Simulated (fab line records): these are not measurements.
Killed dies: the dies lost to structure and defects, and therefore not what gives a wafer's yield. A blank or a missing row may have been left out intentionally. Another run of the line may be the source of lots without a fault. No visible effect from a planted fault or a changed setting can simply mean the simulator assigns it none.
What tool caused it? :: flow n5-finfet :: 10 lots, 29 wafers sampled, at 6 steps of a route of 1938

## WHAT THE GAUGES SHOWED, per wafer
N5_BEOL_M4_RC_MEAS_101.
lot: L843
measured: day 8 07:27
on: prober-01
DIBL_N (mV/V): 37.5 36.1 36.9

lot: L854
measured: day 11 06:11
on: prober-02
DIBL_N (mV/V): 36.9 36.7 35.9

lot: L856
measured: day 11 15:00
on: prober-02
DIBL_N (mV/V): 34.1 38.9 35.0

lot: L861
measured: day 13 04:11
on: prober-01
DIBL_N (mV/V): 33.5 32.6 36.3

lot: L862
measured: day 13 05:05
on: prober-02
DIBL_N (mV/V): 37.1 35.7

lot: L863
measured: day 13 19:22
on: prober-02
DIBL_N (mV/V): 34.1 35.5 36.3

lot: L864
measured: day 13 22:01
on: prober-02
DIBL_N (mV/V): 35.8 37.6 34.1

lot: L865
measured: day 14 03:22
on: prober-02
DIBL_N (mV/V): 33.7 36.1 34.0

## EACH LOT AND THE TOOL THAT RAN IT (in order: tool; ch and the chambers of the sampled wafers; start)
lot: L843
N5_BEOL_M3_PRE_CLEAN_45: pvd-sputter-02, day 7 10:58
N5_BEOL_M3_CVD_47: cvd-co-02 ch 0,1,2, day 7 11:23
N5_BEOL_M3_SPUTTER_86: pvd-sputter-03, day 7 12:13
N5_BEOL_M3_ANNEAL_87: pvd-sputter-03, day 7 12:17
N5_BEOL_M3_CMP_52: cmp-04 ch 0,1,2, day 7 13:52

lot: L851
N5_BEOL_M3_PRE_CLEAN_45: pvd-sputter-01, day 9 22:13
N5_BEOL_M3_CVD_47: cvd-co-01 ch 0,1,2, day 9 22:44
N5_BEOL_M3_SPUTTER_86: pvd-sputter-01, day 9 23:40
N5_BEOL_M3_ANNEAL_87: pvd-sputter-01, day 9 23:44
N5_BEOL_M3_CMP_52: cmp-04 ch 1,2, day 10 01:37

lot: L852
N5_BEOL_M3_PRE_CLEAN_45: pvd-sputter-02, day 10 12:57
N5_BEOL_M3_CVD_47: cvd-co-01 ch 0,1,2, day 10 13:21
N5_BEOL_M3_SPUTTER_86: pvd-sputter-03, day 10 14:11
N5_BEOL_M3_ANNEAL_87: pvd-sputter-03, day 10 14:16
N5_BEOL_M3_CMP_52: cmp-03 ch 0,3, day 10 15:46

lot: L854
N5_BEOL_M3_PRE_CLEAN_45: pvd-sputter-02, day 10 13:21
N5_BEOL_M3_CVD_47: cvd-co-01 ch 0,1,2, day 10 14:38
N5_BEOL_M3_SPUTTER_86: pvd-sputter-03, day 10 16:01
N5_BEOL_M3_ANNEAL_87: pvd-sputter-03, day 10 16:06
N5_BEOL_M3_CMP_52: cmp-03 ch 0,2, day 10 17:39

lot: L856
N5_BEOL_M3_PRE_CLEAN_45: pvd-sputter-01, day 10 20:46
N5_BEOL_M3_CVD_47: cvd-co-01 ch 0,1,2, day 10 21:17
N5_BEOL_M3_SPUTTER_86: pvd-sputter-01, day 10 22:10
N5_BEOL_M3_ANNEAL_87: pvd-sputter-01, day 10 22:15
N5_BEOL_M3_CMP_52: cmp-01 ch 0,1,3, day 10 23:46

lot: L861
N5_BEOL_M3_PRE_CLEAN_45: pvd-sputter-01, day 12 10:43
N5_BEOL_M3_CVD_47: cvd-co-02 ch 0,1, day 12 11:06
N5_BEOL_M3_SPUTTER_86: pvd-sputter-02, day 12 11:59
N5_BEOL_M3_ANNEAL_87: pvd-sputter-02, day 12 12:04
N5_BEOL_M3_CMP_52: cmp-01 ch 0,2, day 12 13:40

lot: L862
N5_BEOL_M3_PRE_CLEAN_45: pvd-sputter-02, day 12 13:20
N5_BEOL_M3_CVD_47: cvd-co-01 ch 1, day 12 14:52
N5_BEOL_M3_SPUTTER_86: pvd-sputter-03, day 12 15:44
N5_BEOL_M3_ANNEAL_87: pvd-sputter-03, day 12 15:49
N5_BEOL_M3_CMP_52: cmp-01 ch 1, day 12 17:20

lot: L863
N5_BEOL_M3_PRE_CLEAN_45: pvd-sputter-03, day 13 04:46
N5_BEOL_M3_CVD_47: cvd-co-01 ch 0,1,2, day 13 05:12
N5_BEOL_M3_SPUTTER_86: pvd-sputter-02, day 13 06:20
N5_BEOL_M3_ANNEAL_87: pvd-sputter-02, day 13 06:25
N5_BEOL_M3_CMP_52: cmp-03 ch 0,1,2, day 13 07:55

lot: L864
N5_BEOL_M3_PRE_CLEAN_45: pvd-sputter-01, day 13 06:59
N5_BEOL_M3_CVD_47: cvd-co-01 ch 0,1,2, day 13 07:22
N5_BEOL_M3_SPUTTER_86: pvd-sputter-03, day 13 08:12
N5_BEOL_M3_ANNEAL_87: pvd-sputter-03, day 13 08:17
N5_BEOL_M3_CMP_52: cmp-04 ch 0,2,3, day 13 09:48

lot: L865
N5_BEOL_M3_PRE_CLEAN_45: pvd-sputter-01, day 13 10:23
N5_BEOL_M3_CVD_47: cvd-co-02 ch 0,1, day 13 10:58
N5_BEOL_M3_SPUTTER_86: pvd-sputter-03, day 13 11:47
N5_BEOL_M3_ANNEAL_87: pvd-sputter-03, day 13 11:52
N5_BEOL_M3_CMP_52: cmp-04 ch 0,2, day 13 13:25
- N5_BEOL_M3_PRE_CLEAN_45: time 30 s.
- N5_BEOL_M3_CVD_47: deposits Co from CCTBA/H2, target thk 3 nm, time 223.8 s.
- N5_BEOL_M3_SPUTTER_86: material Cu, target thk 4.5 nm, time 8.29 s.
- N5_BEOL_M3_ANNEAL_87: time 240 s.
- N5_BEOL_M3_CMP_52: polishes, stops on SiOC, t overpolish 6.8 s, target thk 40 nm.

## THE ANSWER, worked out from the rows above alone
Rule: the usual values come from the lots themselves. The widest of any qualifying gaps counts: lots, ordered by their means at a reading, are off when they make up no more than a third of the lots, leave a main group of 4 or more, and stand apart from it by 3 or more times the standard deviation of that group's means. If all means in a main group match to the digits the tables above print for the reading, that group is not used. A lot without any number at a reading at which 4 lots or more have one is off too. Where the step has rows for the other lots, those lots are counted as sound.
Across all readings shown, no lot is off: no conclusion can be drawn from this.

## WHAT THE SIMULATOR HAD INSERTED
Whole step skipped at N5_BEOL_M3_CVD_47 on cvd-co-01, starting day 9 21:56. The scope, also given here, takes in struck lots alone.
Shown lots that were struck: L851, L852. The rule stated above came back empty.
